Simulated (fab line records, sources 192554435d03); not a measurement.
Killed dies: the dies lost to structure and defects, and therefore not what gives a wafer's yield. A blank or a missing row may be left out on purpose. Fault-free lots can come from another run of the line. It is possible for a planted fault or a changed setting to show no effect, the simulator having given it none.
fab line records    flow n5Finfet
record: lots: 9  wafers: 26  lastDay: 18
route steps=1938 shown PMOS_HMC_CHANNEL_EPI@65 FIN_SAQP@101 BEOL_M4@1111 PASSIVATION@1936
lots untouched by any fault: they come from a run of this same line in which no faults occurred
startH: hours from the record's opening day to when the first of the lot's shown wafers began    waitH: hours since the lot's step before    " as in the row above    L1.1+2: one row covering several wafers at once    - no value, or no start was given    * or withheld: withheld    < > ~ a bound
route shown NAME@n: a module of which the file shows steps, and the number in the route of the first    usual: the fault-free wafers' mean and standard deviation    same: alike in all rows    chamber/n: place in a boat    sites: readings site by site    _std_site: standard deviation of those values    _edge_site: outer sites' mean less inner sites'    radiusMm: how far each site lies from the wafer's centre    mask NAME#n: copy n    behind: the tool/chamber that last shaped the wafer    hold: cause of the lot's hold/its duration in hours/its outcome    device: whichever transistor did not switch (one of n, p or np)    end of line: the route-end tests of the same wafers    for a step that has no rows: nothing shown but its recipe    killed: dies that structure and defects cost at the first sort, which is not the same as the wafer's yield    map: dies across one wafer; x = killed, . = not, _ = none there
set.NAME: the setting as run; set.NAME@STEP: as run at that earlier step    model.NAME: the simulator's own value behind a step, which no gauge read
route steps across a sampled set of lots; one table per step, one row per wafer
services: from which hour (startH, from the record's first day; less than 0 if before it) a tool's chamber was out of use, for how many hours, and why
== steps ==
step: N5_PMOS_HMC_CHANNEL_EPI_CD_MEAS_09
recipe: targetCdNm: 237.4  landingEnergyEv: 500  detector: seInlens
usual: cdNm: 236.6/1.2
lot.wafer  tool      chamber  startH  waitH  cdNm
L987.3     cdSem-03  0        24.39   -      236.8
L987.4     "         0        "       "      235.3
L987.6     "         0        "       "      235.0
L989.2     cdSem-03  0        36.02   -      235.3
L989.3     "         0        "       "      236.2
L989.5     "         0        "       "      235.0
L990.1     cdSem-01  0        41.34   -      237.8
L990.2     "         0        "       "      237.0
L990.6     "         0        "       "      236.2
L992.2     cdSem-01  0        53.57   -      236.0
L992.3     "         0        "       "      236.9
L992.5     "         0        "       "      238.0
L998.2     cdSem-03  0        89.19   -      236.5
L998.4     "         0        "       "      237.4
L998.5     "         0        "       "      237.9
L100.1     cdSem-03  0        102.04  -      238.0
L100.3     "         0        "       "      236.3
L100.4     "         0        "       "      235.8
L105.2     cdSem-02  0        131.12  -      235.9
L105.6     "         0        "       "      235.4
L107.1     cdSem-03  0        143.36  -      237.2
L107.3     "         0        "       "      237.1
L107.5     "         0        "       "      237.2
L109.1     cdSem-03  0        155.09  -      235.3
L109.2     "         0        "       "      234.7
L109.4     "         0        "       "      236.7
step: N5_PMOS_HMC_CHANNEL_EPI_FIN_RECESS_16
recipe: chemistry: HBr/Cl2  target: Si  maskMaterial: SiO2  targetDepthA: 540  timeS: 18  pressureMtorr: 10  icpW: 800  biasW: 75  HBr_flow_sccm: 150  Cl2_flow_sccm: 80
usual: chamberPressureMTorr: 10.000/0.0088  drypumpMotorCurrentA: 5.7/0.42  oesProductAu: 1.002/0.016  throttleValvePct: 35.3/0.31
lot.wafer  tool      chamber  startH  waitH  chamberPressureMTorr  drypumpMotorCurrentA  oesProductAu  rfHoursCounterH  throttleValvePct
L987.3     rieSi-02  0        24.95   0.0    10.001                5.5                   0.983         104              35.1
L987.4     "         2        "       "      9.999                 5.8                   1.009         133              35.8
L987.6     "         1        "       "      10.007                4.8                   0.999         -                34.7
L989.2     rieSi-01  0        36.57   0.0    9.997                 6.2                   1.007         203              34.7
L989.3     "         1        "       "      9.980                 5.1                   0.970         2                35.0
L989.5     "         0        "       "      9.992                 6.2                   0.999         -                34.7
L990.1     rieSi-06  1        42.20   0.0    10.007                5.7                   1.009         99               35.2
L990.2     "         3        "       "      10.033                5.8                   0.994         152              35.5
L990.6     "         3        "       "      9.994                 5.8                   0.993         -                35.5
L992.2     rieSi-01  3        54.75   0.0    10.009                6.4                   1.015         187              35.3
L992.3     "         1        "       "      10.003                5.1                   0.970         2                35.0
L992.5     "         2        "       "      10.003                5.7                   1.011         -                35.5
L998.2     rieSi-06  2        89.73   0.0    10.013                6.1                   1.024         118              35.4
L998.4     "         1        "       "      9.996                 5.7                   1.015         100              35.2
L998.5     "         1        "       "      10.006                5.8                   1.003         -                35.2
L100.1     rieSi-02  0        102.59  0.0    10.004                5.5                   0.973         106              35.1
L100.3     "         2        "       "      10.003                5.8                   1.008         134              35.7
L100.4     "         1        "       "      10.001                4.9                   1.002         13               34.7
L105.2     rieSi-02  2        131.66  0.0    10.006                5.8                   0.994         134              35.7
L105.6     "         1        "       "      9.999                 4.9                   0.989         -                34.7
L107.1     rieSi-01  3        144.04  0.0    10.001                6.5                   1.019         188              35.3
L107.3     "         0        "       "      9.993                 6.2                   0.996         1                35.5
L107.5     "         1        "       "      9.989                 5.1                   0.969         -                35.0
L109.1     rieSi-02  2        155.64  0.0    10.001                5.8                   1.007         135              35.8
L109.2     "         1        "       "      9.998                 4.9                   0.996         14               34.7
L109.4     "         0        "       "      9.986                 5.5                   0.975         107              35.1
step: N5_PMOS_HMC_CHANNEL_EPI_CMP_21
recipe: material: SiGe30  postCmpClean: alkalineBrush  targetThkNm: 54
usual: edgeZonePressureFrac: 0.999/0.0052  motorCurrentA: 12.4/1.3  slurryFilterDpKPa: 13.48/0.14
lot.wafer  tool    chamber  startH  waitH  edgeZonePressureFrac  motorCurrentA  slurryFilterDpKPa
L987.4     cmp-03  3        26.50   0.1    1.006                 12.5           13.68
L987.3     "       0        "       "      0.987                 13.1           13.53
L987.6     "       2        "       "      1.000                 10.3           13.59
L989.3     cmp-01  0        38.11   0.1    1.003                 12.1           13.37
L989.2     "       1        "       "      0.990                 12.0           13.48
L989.5     "       0        "       "      0.993                 11.9           13.50
L990.2     cmp-02  0        43.77   0.1    1.004                 14.0           13.49
L990.1     "       2        "       "      1.005                 13.5           13.71
L990.6     "       3        "       "      1.003                 10.5           13.23
L992.3     cmp-03  1        56.26   0.0    1.004                 11.6           13.67
L992.2     "       2        "       "      0.999                 10.6           13.51
L992.5     "       1        "       "      0.992                 11.5           13.36
L998.4     cmp-03  1        92.17   0.0    0.993                 11.7           13.51
L998.2     "       0        "       "      0.996                 13.4           13.49
L998.5     "       2        "       "      0.995                 11.1           13.52
L100.1     cmp-03  0        104.10  0.0    0.989                 12.9           13.63
L100.3     "       1        "       "      1.000                 11.1           13.23
L100.4     "       2        "       "      0.997                 10.5           13.75
L105.2     cmp-01  2        135.76  0.0    0.987                 14.7           13.32
L105.6     "       2        "       "      0.998                 14.4           13.29
L107.1     cmp-02  2        145.55  0.0    0.997                 12.6           13.37
L107.3     "       3        "       "      0.999                 10.4           13.38
L107.5     "       2        "       "      1.004                 13.6           13.88
L109.4     cmp-01  2        158.14  0.6    0.990                 15.3           13.43
L109.2     "       3        "       "      0.999                 12.5           13.19
L109.1     "       0        "       "      1.001                 13.1           13.25
step: N5_PMOS_HMC_CHANNEL_EPI_INSPECT_30
recipe: inspectInstrument: darkfield  mode: postEpi
usual: rawDefectCount: 19/6.9
lot.wafer  tool              chamber  startH  waitH  rawDefectCount
L987.3     defectInspect-02  -        27.34   0.0    33
L987.4     "                 -        "       "      15
L987.6     "                 -        "       "      15
L989.2     defectInspect-02  -        38.86   0.0    19
L989.3     "                 -        "       "      34
L989.5     "                 -        "       "      22
L990.1     defectInspect-02  -        44.61   0.0    21
L990.2     "                 -        "       "      18
L990.6     "                 -        "       "      17
L992.2     defectInspect-02  -        57.03   0.0    21
L992.3     "                 -        "       "      15
L992.5     "                 -        "       "      29
L998.2     defectInspect-02  -        92.95   0.0    1033
L998.4     "                 -        "       "      997
L998.5     "                 -        "       "      1002
L100.1     defectInspect-02  -        104.87  0.0    1013
L100.3     "                 -        "       "      1070
L100.4     "                 -        "       "      953
L105.2     defectInspect-01  -        136.77  0.0    23
L105.6     "                 -        "       "      35
L107.1     defectInspect-02  -        146.74  0.0    23
L107.3     "                 -        "       "      16
L107.5     "                 -        "       "      12
L109.1     defectInspect-02  -        158.91  0.0    20
L109.2     "                 -        "       "      30
L109.4     "                 -        "       "      13
step: N5_FIN_SAQP_THK_MEAS_07
usual: thkNm: 60.0/0.87
lot.wafer  tool          chamber  startH  waitH  thkNm
L987.3     filmMetro-01  -        28.28   0.1    60.5
L987.4     "             -        "       "      61.5
L987.6     "             -        "       "      61.3
L989.2     filmMetro-01  -        39.89   0.1    59.5
L989.3     "             -        "       "      59.9
L989.5     "             -        "       "      59.6
L990.1     filmMetro-02  -        45.50   0.1    60.2
L990.2     "             -        "       "      59.9
L990.6     "             -        "       "      61.6
L992.2     filmMetro-02  -        57.89   0.1    60.0
L992.3     "             -        "       "      58.6
L992.5     "             -        "       "      59.9
L998.2     filmMetro-01  -        93.85   0.1    58.3
L998.4     "             -        "       "      58.9
L998.5     "             -        "       "      59.2
L100.1     filmMetro-01  -        105.71  0.1    59.6
L100.3     "             -        "       "      58.5
L100.4     "             -        "       "      60.2
L105.2     filmMetro-02  -        137.82  0.1    59.7
L105.6     "             -        "       "      61.7
L107.1     filmMetro-02  -        147.67  0.1    59.3
L107.3     "             -        "       "      59.8
L107.5     "             -        "       "      60.2
L109.1     filmMetro-02  -        159.76  0.1    60.6
L109.2     "             -        "       "      59.4
L109.4     "             -        "       "      60.9
step: N5_FIN_SAQP_INSPECT_18
recipe: mode: adi  inspectInstrument: brightfield
usual: rawDefectCount: 431/120
lot.wafer  tool              chamber  startH  waitH  rawDefectCount
L987.3     defectInspect-02  -        28.82   0.0    557
L987.4     "                 -        "       "      521
L987.6     "                 -        "       "      407
L989.2     defectInspect-02  -        40.43   0.0    424
L989.3     "                 -        "       "      348
L989.5     "                 -        "       "      327
L990.1     defectInspect-02  -        46.07   0.0    312
L990.2     "                 -        "       "      332
L990.6     "                 -        "       "      388
L992.2     defectInspect-02  -        58.33   0.0    251
L992.3     "                 -        "       "      390
L992.5     "                 -        "       "      375
L998.2     defectInspect-02  -        94.42   0.0    1402
L998.4     "                 -        "       "      1305
L998.5     "                 -        "       "      1283
L100.1     defectInspect-02  -        106.26  0.0    1694
L100.3     "                 -        "       "      1634
L100.4     "                 -        "       "      1556
L105.2     defectInspect-02  -        138.25  0.0    589
L105.6     "                 -        "       "      524
L107.1     defectInspect-01  -        148.22  0.0    277
L107.3     "                 -        "       "      281
L107.5     "                 -        "       "      280
L109.1     defectInspect-02  -        160.31  0.0    608
L109.2     "                 -        "       "      374
L109.4     "                 -        "       "      312
step: N5_FIN_SAQP_INSPECT_40
recipe: inspectInstrument: brightfield  mode: aei
usual: rawDefectCount: 235/62
lot.wafer  tool              chamber  startH  waitH  rawDefectCount
L987.3     defectInspect-02  -        33.70   0.0    301
L987.4     "                 -        "       "      299
L987.6     "                 -        "       "      258
L989.2     defectInspect-02  -        44.61   0.0    260
L989.3     "                 -        "       "      273
L989.5     "                 -        "       "      205
L990.1     defectInspect-02  -        50.86   0.0    169
L990.2     "                 -        "       "      161
L990.6     "                 -        "       "      169
L992.2     defectInspect-02  -        63.47   0.0    202
L992.3     "                 -        "       "      347
L992.5     "                 -        "       "      244
L998.2     defectInspect-02  -        99.54   0.2    1258
L998.4     "                 -        "       "      1186
L998.5     "                 -        "       "      1192
L100.1     defectInspect-02  -        110.93  0.0    1172
L100.3     "                 -        "       "      1268
L100.4     "                 -        "       "      1152
L105.2     defectInspect-01  -        142.75  0.0    178
L105.6     "                 -        "       "      222
L107.1     defectInspect-01  -        152.90  0.0    181
L107.3     "                 -        "       "      131
L107.5     "                 -        "       "      223
L109.1     defectInspect-02  -        164.77  0.0    327
L109.2     "                 -        "       "      204
L109.4     "                 -        "       "      214
step: N5_BEOL_M4_RC_MEAS_101
usual: DIBL_N: 37.1/2.4  DIBL_P: 37/3  IOFF_N: 0.18/0.053  IOFF_P: 0.21/0.05  ION_N: 674/14  ION_P: 459/9.2  SS_N: 72.1/0.9  SS_P: 73.4/0.89  VT_N: 250/3.8  VT_P: -251/3.7
lot.wafer  tool       chamber  startH  waitH  DIBL_N[mV/V]  DIBL_P[mV/V]  IOFF_N[nA/um]  IOFF_P[nA/um]  ION_N[uA/um]  ION_P[uA/um]  SS_N[mV/dec]  SS_P[mV/dec]  VT_N[mV]  VT_P[mV]
L987.3     prober-01  0        182.98  0.3    39.5          40            0.21           0.29           680           466           72.7          74.0          248       -246
L987.4     "          0        "       "      36.7          37            0.15           0.22           671           461           71.6          73.3          251       -251
L987.6     "          0        "       "      34.4          33            0.13           0.17           654           450           71.9          71.9          255       -253
L990.1     prober-01  0        200.63  0.2    35.0          34            0.13           0.16           664           455           71.5          73.0          253       -251
L990.2     "          0        "       "      34.1          32            0.12           0.14           652           445           71.4          72.2          256       -257
L990.6     "          0        "       "      36.0          35            0.14           0.17           664           453           71.1          72.8          255       -255
L989.2     prober-01  0        205.80  0.2    37.7          39            0.20           0.25           688           467           71.6          73.7          248       -248
L989.3     "          0        "       "      36.7          37            0.19           0.23           681           464           72.0          72.7          245       -248
L989.5     "          0        "       "      37.9          38            0.20           0.23           664           453           73.0          73.8          247       -248
L992.2     prober-01  0        210.38  0.2    37.7          40            0.19           0.22           671           459           72.5          74.4          250       -251
L992.3     "          0        "       "      34.9          36            0.13           0.18           657           450           71.4          73.3          253       -253
L992.5     "          0        "       "      36.0          36            0.16           0.18           679           457           72.1          72.9          250       -254
L998.2     prober-02  0        254.30  0.2    36.4          37            0.18           0.20           671           456           72.2          73.0          249       -252
L998.4     "          0        "       "      37.8          38            0.19           0.22           674           453           72.7          74.0          250       -253
L998.5     "          0        "       "      36.6          38            0.19           0.22           692           471           71.8          72.8          246       -251
L100.1     prober-02  0        265.37  0.0    35.8          36            0.15           0.19           694           467           71.0          72.6          250       -253
L100.3     "          0        "       "      39.2          40            0.21           0.25           679           466           72.0          74.1          246       -250
L100.4     "          0        "       "      39.0          41            0.21           0.27           712           484           72.4          74.0          243       -248
L105.2     prober-02  0        285.46  0.2    42.6          45            0.30           0.31           698           471           73.4          75.3          245       -246
L105.6     "          0        "       "      43.0          45            0.30           0.32           693           462           73.8          75.1          244       -247
L107.1     prober-02  0        309.30  0.0    32.5          33            0.12           0.14           665           453           71.2          72.1          252       -255
L107.3     "          0        "       "      36.1          37            0.17           0.18           690           459           71.7          72.8          249       -255
L107.5     "          0        "       "      37.3          39            0.21           0.22           697           464           72.5          74.6          244       -252
L109.1     prober-01  0        312.45  0.0    34.9          35            0.13           0.16           662           456           71.0          73.0          254       -253
L109.2     "          0        "       "      37.6          38            0.16           0.19           662           448           71.7          73.5          254       -253
L109.4     "          0        "       "      37.8          39            0.19           0.22           681           460           71.8          73.7          249       -252
step: N5_PASSIVATION_PROBE_49
usual: defectLimitedYield: 91.6/1.4  killed_at_M0_to_M3: 32/9.5  killed_at_M4_up: 13/6  killedAtContacts: 12/5.6  killedAtFrontEnd: 39/11  killedAtOther: 2.8/2.3  killedDies: 99/16  killedOnRim: 12/3.4  killedOpen: 65/12  killedShort: 32/7.6  sort_bin_4_leakage: 0.1/0.88  sort_bin_5_function: 4.8/0.88  sort_bin_6_memory: 3.2/0.65  sortNPass: 1077/29  sortYieldPct: 91.2/2.5
same: grossDies: 1180  killedAtBackSide: 0  sort_bin_8_speed[%]: 0
lot.wafer  tool       chamber  startH  waitH  defectLimitedYield[%]  killed_at_M0_to_M3  killed_at_M4_up  killedAtContacts  killedAtFrontEnd  killedAtOther  killedDies  killedOnRim  killedOpen  killedShort  sort_bin_4_leakage[%]  sort_bin_5_function[%]  sort_bin_6_memory[%]  sortNPass  sortYieldPct[%]
L998.2     prober-02  -        368.67  0.1    37.8                   23                  19               6                 679               7              734         92           61          29           0                      40.5                    16.4                  446        37.8
L998.4     prober-02  -        368.77  0.2    40.8                   17                  17               5                 657               3              699         90           51          19           0                      37.5                    16.6                  481        40.8
L998.5     prober-02  -        368.82  0.2    40.1                   25                  13               5                 662               2              707         91           61          20           0                      38.7                    18.1                  473        40.1
L100.1     prober-01  -        375.42  0.6    41.7                   14                  9                14                650               1              688         91           51          20           0                      35.5                    17.9                  492        41.7
L100.3     prober-01  -        375.52  0.7    37.0                   26                  6                3                 703               5              743         93           44          30           0                      40.5                    17.1                  437        37.0
L100.4     prober-01  -        375.57  0.7    42.6                   32                  6                12                626               1              677         91           42          26           0                      37.2                    16.2                  503        42.6
killed by level:class
L998.2 PMOS_HMC_CHANNEL_EPI:unspecified=641 STI_FIN_REVEAL:geometricParticle:open=13 FIN_SAQP:geometricParticle:open=8 BEOL_M4:geometricParticle:short=7 FIN_SAQP:geometricParticle:short=6 BEOL_M1:geometricParticle:open=6 BEOL_M2:geometricParticle:open=5 MOL_CONTACT_COAG:geometricParticle:open=4
L998.4 PMOS_HMC_CHANNEL_EPI:unspecified=621 FIN_SAQP:geometricParticle:open=13 BEOL_M2:geometricParticle:open=7 MOL_CONTACT_COAG:geometricParticle:open=5 STI_FIN_REVEAL:geometricParticle:open=4 HKMG_FIN:areaEtch=4 FIN_SAQP:geometricParticle:short=3 BEOL_M1:geometricParticle:open=3
L998.5 PMOS_HMC_CHANNEL_EPI:unspecified=626 FIN_SAQP:geometricParticle:short=9 FIN_SAQP:geometricParticle:open=9 STI_FIN_REVEAL:geometricParticle:open=9 BEOL_M2:geometricParticle:open=9 BEOL_M3:geometricParticle:open=6 BEOL_M4:geometricParticle:open=6 MOL_CONTACT_COAG:geometricParticle:open=5
L100.1 PMOS_HMC_CHANNEL_EPI:unspecified=616 MOL_CONTACT_COAG:geometricParticle:open=14 FIN_SAQP:geometricParticle:open=9 FIN_SAQP:geometricParticle:short=7 BEOL_M1:geometricParticle:open=6 DUMMY_GATE:geometricParticle:open=5 STI_FIN_REVEAL:geometricParticle:open=4 BEOL_M4:geometricParticle:short=4
L100.3 PMOS_HMC_CHANNEL_EPI:unspecified=664 GATE_CUT:geometricParticle:short=9 BEOL_M0_SAQP:geometricParticle:open=8 FIN_SAQP:geometricParticle:open=7 FIN_SAQP:geometricParticle:short=7 BEOL_M0_SAQP:geometricParticle:short=7 STI_FIN_REVEAL:geometricParticle:open=5 BEOL_M1:geometricParticle:open=5
L100.4 PMOS_HMC_CHANNEL_EPI:unspecified=608 BEOL_M0_SAQP:geometricParticle:short=12 MOL_CONTACT_COAG:geometricParticle:open=7 BEOL_M0_SAQP:geometricParticle:open=6 FIN_SAQP:geometricParticle:open=5 MOL_CONTACT_COAG:geometricParticle:short=5 BEOL_M3:geometricParticle:open=5 STI_FIN_REVEAL:geometricParticle:open=4
== services ==
tool      chamber  startH  hours  kind
rieSi-01  -        12.06   0.3    repair
rieSi-02  0        33.88   3.4    repair
cmp-01    -        38.73   6.5    repair
rieSi-06  2        40.63   6.0    repair
rieSi-06  0        47.39   10.2   repair
cmp-01    -        50.80   0.6    repair
rieSi-01  0        50.84   -      clean
rieSi-01  0        50.84   17.1   scheduledDown
rieSi-01  0        50.84   17.1   ventCycle
cmp-01    -        51.57   0.8    repair
rieSi-02  1        58.51   4.0    repair
rieSi-01  -        58.78   14.6   pm
cmp-02    -        63.44   1.5    repair
cmp-02    -        67.49   0.9    repair
cmp-01    -        74.26   4.0    pm
cmp-01    -        78.26   -      consumableReplace:conditioner
cmp-01    -        78.26   -      consumableReplace:pad
rieSi-01  3        81.23   9.7    repair
cmp-03    -        115.97  0.8    repair
rieSi-02  2        119.32  7.9    repair
rieSi-01  3        127.17  14.5   repair
cmp-03    -        133.50  0.8    repair
rieSi-01  -        135.75  0.1    repair
cmp-02    -        155.76  3.9    repair
== key ==
firstSign: step: N5_PMOS_HMC_CHANNEL_EPI_INSPECT_30  reading: rawDefectCount  direction: up  sigmas: 99+  usual: 19  struck: 1011
effect: step: N5_FIN_SAQP_INSPECT_18  reading: rawDefectCount  direction: up  sigmas: 9.1  usual: 431  struck: 1479
effect: step: N5_FIN_SAQP_INSPECT_40  reading: rawDefectCount  direction: up  sigmas: 16  usual: 235  struck: 1205
effect: step: N5_PASSIVATION_PROBE_49  reading: killedAtFrontEnd  direction: up  sigmas: 58  usual: 39  struck: 663
moreKillsBornAt: N5_PMOS_HMC_CHANNEL_EPI_CMP_21@cmp-03: 3776
metAt N5_PMOS_HMC_CHANNEL_EPI_CMP_21
struckLots L998,L100
notActingAt N5_PMOS_HMC_CHANNEL_EPI_CD_MEAS_09,N5_PMOS_HMC_CHANNEL_EPI_FIN_RECESS_16,N5_FIN_SAQP_THK_MEAS_07
onsetBetween 56.26 92.17
fault: kind: chamberParticleSource  tool: cmp-03  chamber: -  onsetH: 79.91  steps: N5_PMOS_HMC_CHANNEL_EPI_CMP_21  ratePerVisitCm2: 1.5658  endH: 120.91
